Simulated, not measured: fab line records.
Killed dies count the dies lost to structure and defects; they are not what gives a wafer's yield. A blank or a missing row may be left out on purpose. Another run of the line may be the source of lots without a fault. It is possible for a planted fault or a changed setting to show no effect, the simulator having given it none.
One fault through the eyes of 2 desks	flow n5 finfet	only its own numbers are on each desk; what lay behind them is given at the end

## THE TOOL OWNER'S DESK: pecvd-01
The tool's own readings at N5_BEOL_M5_ILD_DEP_00 (deposits SiCOH lowk from DEMS/porogen, target thk 140.64 nm, time 25.9 s): means of the sampled wafers that have a number, for each lot that ran on this tool. Marked OUT: a lot whose mean sits more than 4 standard deviations from the usual mean, which makes it out of limits; the brackets give that distance.
Columns: A = heater power w at N5_BEOL_M5_ILD_DEP_00, usual 352 W; B = showerhead plenum p Torr at N5_BEOL_M5_ILD_DEP_00, usual 5.731 Torr; C = throttle valve pct at N5_BEOL_M5_ILD_DEP_00, usual 13.7 %
lot	first seen here	A	B	C
L441	day 10 11:37	385	5.733	14.0
L448	day 13 01:07	375	5.743	13.5
L453	day 13 18:34	334	5.732	13.8
L456	day 14 02:38	337	5.740	14.0
L457	day 14 20:52	359	5.732	14.1
Result from this desk: across the 5 lots, nothing is out of limits.

## METROLOGY DESK
What the gauges read for every lot (on any tool): the sampled wafers with a number, averaged. Marked OUT: a lot whose mean sits more than 4 standard deviations from the usual mean, which makes it out of limits; the brackets give that distance. 7 of its 11 readings are shown: the first one out of limits and those lying furthest out on some lot.
Columns: A = DIBL_N at N5_BEOL_M4_RC_MEAS_101, usual 36.0 mV/V; B = DIBL_P at N5_BEOL_M4_RC_MEAS_101, usual 35.6 mV/V; C = IOFF_N at N5_BEOL_M4_RC_MEAS_101, usual 0.15 nA/um; D = ION_N at N5_BEOL_M4_RC_MEAS_101, usual 668 uA/um; E = SS_N at N5_BEOL_M4_RC_MEAS_101, usual 71.5 mV/dec; F = SS_P at N5_BEOL_M4_RC_MEAS_101, usual 73.4 mV/dec; G = M5_ILD_THK at N5_BEOL_M5_THK_MEAS_01, usual 120.8 nm
lot	first seen here	A	B	C	D	E	F	G
L438	day 8 22:11	36.5	35.4	0.15	670	70.6	73.5	122.8
L440	day 9 06:52	35.8	35.1	0.14	655	71.3	72.9	121.0
L441	day 10 10:39	36.4	35.9	0.17	675	71.5	73.3	120.3
L445	day 11 06:08	36.0	34.9	0.13	659	71.3	73.1	120.8
L448	day 13 00:28	33.1	32.6	0.11	661	70.8	73.0	121.3
L451	day 13 16:12	37.2	38.1	0.18	679	71.7	73.5	120.6
L453	day 13 17:46	36.3	37.6	0.17	667	71.8	73.6	120.7
L454	day 13 20:47	34.7	35.3	0.14	665	71.1	73.1	119.8
L456	day 14 01:58	38.9	38.4	0.19	682	72.0	74.2	40.3 (-54) OUT
L457	day 14 19:54	37.6	37.1	0.18	677	72.0	73.4	41.8 (-53) OUT
This desk's finding: out of limits on L456, L457; first on L456, day 14 03:41 (M5_ILD_THK at N5_BEOL_M5_THK_MEAS_01). Within limits: L438, L440, L441, L445, L448, L451, L453, L454.

## BROUGHT TOGETHER
An alarm was possible from the metrology desk at day 14 03:41, on L456, L457.
The desk of the tool owner found nothing out of limits.
On record at the tool owner's desk: L456, L457, within its limits.
Of the lots named, all ran N5_BEOL_M5_ILD_DEP_00 on pecvd-01.

## WHAT THE SIMULATOR HAD INSERTED
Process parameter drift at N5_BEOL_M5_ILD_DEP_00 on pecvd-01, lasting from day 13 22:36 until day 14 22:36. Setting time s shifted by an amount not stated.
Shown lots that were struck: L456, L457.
Time in hours between the start of the fault and the first out-of-limits reading at each desk: metrology desk, 5.
